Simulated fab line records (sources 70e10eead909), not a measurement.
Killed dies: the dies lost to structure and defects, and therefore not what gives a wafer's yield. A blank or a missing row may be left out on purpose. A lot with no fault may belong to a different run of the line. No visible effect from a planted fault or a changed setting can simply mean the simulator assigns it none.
Which tool was responsible? | flow nand harc | Sampling: 6 lots, 17 wafers, 3 of 1302 route steps

## WHAT THE GAUGES READ, wafer by wafer
NHARC_P_STI_OCD_MEAS_17.
lot  | measured     | on     | trench foot cd nm (nm)
L113 | day 3 06:14  | ocd-02 | 157.7 159.5 159.4
L115 | day 4 00:42  | ocd-01 | 157.8 159.0 157.5
L120 | day 6 05:27  | ocd-02 | 160.1 158.3 157.3
L127 | day 9 01:10  | ocd-01 | 161.9 161.6
L129 | day 9 22:34  | ocd-01 | 156.7 156.3 155.6
L135 | day 12 10:40 | ocd-01 | 158.4 159.9 158.2

## WHICH TOOL RAN EACH LOT (tool, then ch and the chambers of the sampled wafers, then the start)
lot  | NHARC_P_ZERO_WELL_DESCUM_26        | NHARC_P_STI_PEB_07
L113 | rie diel-11 ch 0,1,3, day 2 08:59  | litho track-07 ch 0, day 3 05:22
L115 | rie diel-06 ch 0,1,3, day 3 04:38  | litho track-03 ch 0, day 3 23:50
L120 | rie diel-07 ch 0,1,2, day 5 06:39  | litho track-07 ch 0, day 6 04:35
L127 | rie diel-07 ch 1,3, day 8 04:42    | litho track-03 ch 0, day 9 00:17
L129 | rie diel-07 ch 0,1, day 9 00:38    | litho track-02 ch 0, day 9 21:41
L135 | rie diel-06 ch 1,2,3, day 11 12:46 | litho track-02 ch 0, day 12 09:45
- NHARC_P_ZERO_WELL_DESCUM_26: chemistry O2, time 3 s.
- NHARC_P_STI_PEB_07: peb time 80 s.

## THE ANSWER, worked out from the rows above alone
Rule: the usual values come from the lots themselves. Put in order of their means at a reading, lots are off if they are a third of the lots or fewer, leave a main group of 4 or more, and stand apart from it by a gap of 3 or more times the standard deviation of the main group's means; of several such gaps the widest counts. If all means in a main group match to the digits the tables above print for the reading, that group is not used. Also off: a lot with no number at a reading for which 4 or more lots have one. Any other lot the step has rows for is counted as sound.
Nothing can be told from this: no lot is off at any reading shown.

## WHAT THE SIMULATOR HAD INSERTED
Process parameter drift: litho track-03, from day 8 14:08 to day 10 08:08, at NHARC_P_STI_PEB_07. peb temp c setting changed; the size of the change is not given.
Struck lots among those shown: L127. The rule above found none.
